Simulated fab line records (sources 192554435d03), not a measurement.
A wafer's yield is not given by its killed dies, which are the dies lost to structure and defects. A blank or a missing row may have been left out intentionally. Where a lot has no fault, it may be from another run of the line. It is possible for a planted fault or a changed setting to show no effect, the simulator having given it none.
Which tool was responsible?    flow n5-finfet    12 lots, 36 wafers sampled, at 3 steps of a route of 1938

== WHAT THE GAUGES SHOWED, per wafer ==
N5_WELL_APT_OVL_MEAS_09.
lot   measured     on          NWELL_OVL (nm)
L075  day 1 20:00  overlay-01  -5 -6 0
L077  day 2 07:57  overlay-02  -3 0 8
L079  day 2 19:46  overlay-02  7 -6 0
L081  day 3 07:43  overlay-02  -3 1 -3
L083  day 3 19:43  overlay-02  -5 1 -6
L085  day 4 07:48  overlay-01  -2 0 -3
L087  day 4 19:37  overlay-01  -1 -2 -4
L089  day 5 08:02  overlay-01  -11 0 -6
L091  day 5 19:51  overlay-02  6 2 2
L093  day 6 07:35  overlay-01  10 11 7
L095  day 6 19:35  overlay-01  2 3 5
L097  day 7 07:44  overlay-01  1 1 5

== WHAT TOOL EACH LOT RAN ON (gives the tool, then ch and the chambers of the sampled wafers, and finally the start) ==
lot   N5_ZERO_LAYER_PECVD_02          N5_ZERO_LAYER_STRIP_24
L075  pecvd-02 ch 0,1,2, day 1 18:17  plasma-asher-02 ch 0,1, day 1 19:19
L077  pecvd-02 ch 0,1, day 2 06:18    plasma-asher-02 ch 0,1, day 2 07:14
L079  pecvd-01 ch 0,1, day 2 18:17    plasma-asher-02 ch 0,1, day 2 18:58
L081  pecvd-03 ch 1,2, day 3 06:17    plasma-asher-01 ch 0,1, day 3 07:01
L083  pecvd-02 ch 0,1,2, day 3 18:17  plasma-asher-01 ch 0,1, day 3 19:02
L085  pecvd-01 ch 1,2, day 4 06:17    plasma-asher-01 ch 0,1, day 4 07:00
L087  pecvd-01 ch 0,1,2, day 4 18:17  plasma-asher-01 ch 0,1, day 4 18:55
L089  pecvd-01 ch 0,1,2, day 5 06:17  plasma-asher-01 ch 0,1, day 5 07:12
L091  pecvd-01 ch 0,2, day 5 18:17    plasma-asher-01 ch 1, day 5 19:02
L093  pecvd-01 ch 0,1, day 6 06:17    plasma-asher-02 ch 0,1, day 6 06:53
L095  pecvd-03 ch 0,1, day 6 18:17    plasma-asher-01 ch 0,1, day 6 18:53
L097  pecvd-01 ch 0,1,2, day 7 06:17  plasma-asher-02 ch 0,1, day 7 07:01
- N5_ZERO_LAYER_PECVD_02: deposits SiO2 from SiH4/N2O, target thk 10 nm, time 6 s.
- N5_ZERO_LAYER_STRIP_24: strips in O2.

== THE ANSWER, worked out from the rows above alone ==
Rule: what is usual is taken from the lots themselves. Put in order of their means at a reading, lots are off if they are a third of the lots or fewer, leave a main group of 4 or more, and stand apart from it by a gap of 3 or more times the standard deviation of the main group's means; of several such gaps the widest counts. A main group is skipped when, at the precision printed for the reading in the tables above, its means are all equal. A lot without any number at a reading at which 4 lots or more have one is off too. Any other lot the step has rows for is counted as sound.
Nothing can be told from this: no lot is off at any reading shown.

== WHAT THE SIMULATOR PUT IN ==
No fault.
